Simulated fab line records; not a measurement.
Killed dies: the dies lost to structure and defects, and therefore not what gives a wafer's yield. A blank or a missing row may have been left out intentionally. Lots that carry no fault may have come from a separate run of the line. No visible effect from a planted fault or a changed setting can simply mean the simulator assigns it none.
Comparing a struck lot with a sound one	flow n5-finfet	15 steps out of a route of 1938
Sound: wafers L268.3, L268.6. The struck wafers were L261.1, L261.2, L261.6. The cause is given at the end.
At each step with rows: each side's tool, then ch and its chambers, then its first start. Under that, the readings that differ: sound wafers	struck wafers	difference of the means	sigmas: that difference in standard deviations of wafers without a fault.
alike: readings whose means differ by less than 2 such deviations, and words and numbers that are the same on both sides. not compared: withheld readings, readings that some wafer has no value for, bounds like >300 that may hide the same value, and numbers for which the record gives no deviation and whose values overlap.
A row with sigmas, a row that says differs or no value, or rows on one side alone: a step with any of these is where the two part. Numbers that have no deviation but don't overlap get no sigmas and don't part them. Lack of a reading on every wafer of one side parts them only where that side has two or more wafers.

N5_BEOL_M12_CMP_49: polishes, stops on SiOC, t overpolish 20.6 s, target thk 320 nm.
  sound on cmp-03 ch 0,3, day 16 11:53; struck on cmp-03 ch 0,3, day 15 15:24
  alike: barrier-field-endpoint-s, motor-current-A, overpolish-run-s
  not compared: pad-life-wafers
N5_BEOL_M12_THK_MEAS_50: measures by xrf.
  struck on film-metro-02, day 15 15:39; sound on film-metro-01, day 16 12:11
  alike: M12_THK
then, 1 step without rows for these wafers: N5_BEOL_M12_PRE_CLEAN_52 (time 15 s).
N5_BEOL_M12_DEP_53: deposits SiCN from 3MS/NH3, target thk 30 nm, time 10.5 s.
  sound on pecvd-01 ch 1,2, day 16 12:15; struck on pecvd-04 ch 0,1,2, day 15 15:43
  alike: showerhead-plenum-p-Torr, throttle-valve-pct
N5_BEOL_M12_RS_MEAS_54: a four-point-probe measurement.
  struck on film-metro-02, day 15 15:47; sound on film-metro-01, day 16 12:19
  alike: M12_RS
N5_BEOL_M12_INSPECT_55: inspects for defects (darkfield).
  struck on defect-inspect-01, day 15 15:48; sound on defect-inspect-02, day 16 12:20
  alike: raw-defect-count
N5_BEOL_M13_ILD_DEP_00: deposits SiOC from DEMS/O2, target thk 837.92 nm, time 166.4 s.
  sound on pecvd-02 ch 0, day 16 12:23; struck on pecvd-03 ch 0,1,2, day 15 15:50
  alike: heater-power-w, showerhead-plenum-p-Torr, susceptor-temp-C, throttle-valve-pct
N5_BEOL_M13_THK_MEAS_01:
  struck on film-metro-02, day 15 15:59; sound on film-metro-01, day 16 12:32
  alike: M13_ILD_THK
then, 4 steps without rows for these wafers: N5_BEOL_M13_COAT_58 (time 60 s, resist thk 89 nm); N5_BEOL_M13_COAT_04 (resist thk 400 nm); N5_BEOL_M13_EBR_06; N5_BEOL_M13_SOFTBAKE_05 (time 60 s).
N5_BEOL_M13_EXPOSE_07: exposes mask V12.
  sound on krf-scanner-02 ch 0, day 16 12:40; struck on krf-scanner-01 ch 0, day 15 16:15
reading	sound	struck	difference	sigmas
exposure-dose-mJ-cm2	24.770 24.806	25.026 25.011 25.051	+0.241	+9
  alike: mask
then, 1 step without rows for these wafers: N5_BEOL_M13_PEB_08 (peb time 90 s).
N5_PASSIVATION_PROBE_49:
  struck on prober-01, day 17 11:34; sound on prober-01, day 18 01:04
reading	sound	struck	difference	sigmas
defect-limited-yield (%)	89.3 89.0	93.6 92.9 92.2	+3.8	+2
killed_at_M0_to_M3	45 57	26 20 36	-24	-2
killed-at-contacts	29 19	15 8 13	-12	-2
killed-dies	126 130	75 84 92	-44	-2
killed-open	82 90	56 44 57	-34	-3
sort_bin_5_function (%)	6.7 6.1	4.3 3.9 4.2	-2.3	-2
sort_bin_6_memory (%)	3.8 4.6	2.0 3.0 3.1	-1.5	-2
sort-n-pass	1054 1050	1105 1096 1088	+44	+2
  alike: killed_at_M4_up, killed-at-front-end, killed-at-other, killed-short, sort-yield-pct

== WHERE THEY PART ==
At N5_BEOL_M13_EXPOSE_07 first; at N5_PASSIVATION_PROBE_49 last (within this record only).

WHY: whatever the simulator had introduced
Process parameter drift: krf-scanner-01, from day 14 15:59 on, at N5_BEOL_M13_EXPOSE_07. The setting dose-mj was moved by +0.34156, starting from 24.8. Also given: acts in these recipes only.
